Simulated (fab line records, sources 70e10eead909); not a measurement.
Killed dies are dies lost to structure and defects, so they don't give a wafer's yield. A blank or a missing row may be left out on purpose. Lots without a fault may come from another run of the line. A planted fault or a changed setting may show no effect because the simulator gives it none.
Problem report in the 8D (eight disciplines) form, filled by code | flow nand_harc | the parts of the form that need people (team, actions taken, sign-off) are left out

1. THE PROBLEM
thk_nm at NHARC_A_ONON_D2_THK_MEAS_21 reads a mean of 757 nm on 6 wafers of 2 lots; wafers without a fault read 1001 nm with a standard deviation of 8.5. That is -29 standard deviations from the usual mean.
The step: measures by ellipsometry.
First seen on wafer L222.4, day 21 09:14, on film_metro-01. The record holds 42 wafers of 14 lots with a number at this step. Rule for "out", or "out of limits": more than 4 standard deviations from the usual mean. The other wafers with a number count as sound.

2. WHAT IT IS AND WHAT IT IS NOT
question                    | is                     | is not
which readings at this step | thk_nm                 | -
which lots                  | L222, L224             | L201, L202, L204, L207, L208, L209, L210, L211, L213, L214, L216, L218
which wafers of those lots  | all that have a number | -
read on which gauges        | film_metro-01          | film_metro-02
when                        | from day 21 09:14      | up to then (36 sound wafers)

3. SUSPECTS, AND WHAT RULES EACH OUT
Counting: a tool at a process step up to the reading stays a suspect if it ran every lot that is out and no sound lot after the first of them.
- the gauge at NHARC_A_ONON_D2_THK_MEAS_21: ruled out. All the wafers that are out were read on film_metro-01, but those of them that NHARC_END_SORT_01 has rows for are out there too, on other tools.
- pecvd_onon-02 at NHARC_A_ONON_D2_DEP_19 (target thk 1000 nm): kept. It ran every lot that is out, first L222 (day 21 08:54), and no sound lot after that; its last sound lot up to then is L216 (day 18 16:11).
Left after counting: pecvd_onon-02 at NHARC_A_ONON_D2_DEP_19.

4. THE CAUSE (what the simulator had put in)
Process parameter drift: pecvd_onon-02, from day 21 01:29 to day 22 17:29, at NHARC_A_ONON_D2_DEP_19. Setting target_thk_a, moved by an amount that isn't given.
Counting left only this tool.

5. THE CHAIN OF EFFECTS, in route order
Each row: a reading whose mean over the struck wafers that have a number lies more than 3 standard deviations from the usual. Only readings for which the record gives a usual standard deviation are gone through. hours: the time from each lot's start at the first step in this table that gives one to its start at this step, as a median over the lots. sigmas: the change in usual standard deviations.
hours | step                        | reading         | usual   | on struck wafers | change | sigmas
0     | NHARC_A_ONON_D2_THK_MEAS_21 | thk_nm          | 1001 nm | 757              | -244   | -29
278   | NHARC_END_SORT_01           | killed_at_array | 59      | 669              | +610   | +32
278   | NHARC_END_SORT_01           | killed_dies     | 64      | 677              | +613   | +32
Later measuring or inspecting steps at which every struck wafer that the step has a row for has a number for every such reading, and none has moved that far: NHARC_A_ONON_D2_INSPECT_32.

6. WHAT WOULD HAVE CAUGHT IT SOONER
In this record the first reading out of limits at a measuring or inspecting step was taken at day 21 09:14, 8 hours after the fault began at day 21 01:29.
Of the lots that are out (2), L224 began NHARC_A_ONON_D2_DEP_19 on pecvd_onon-02 after day 21 09:14. A hold on the tool at that time would have spared it.
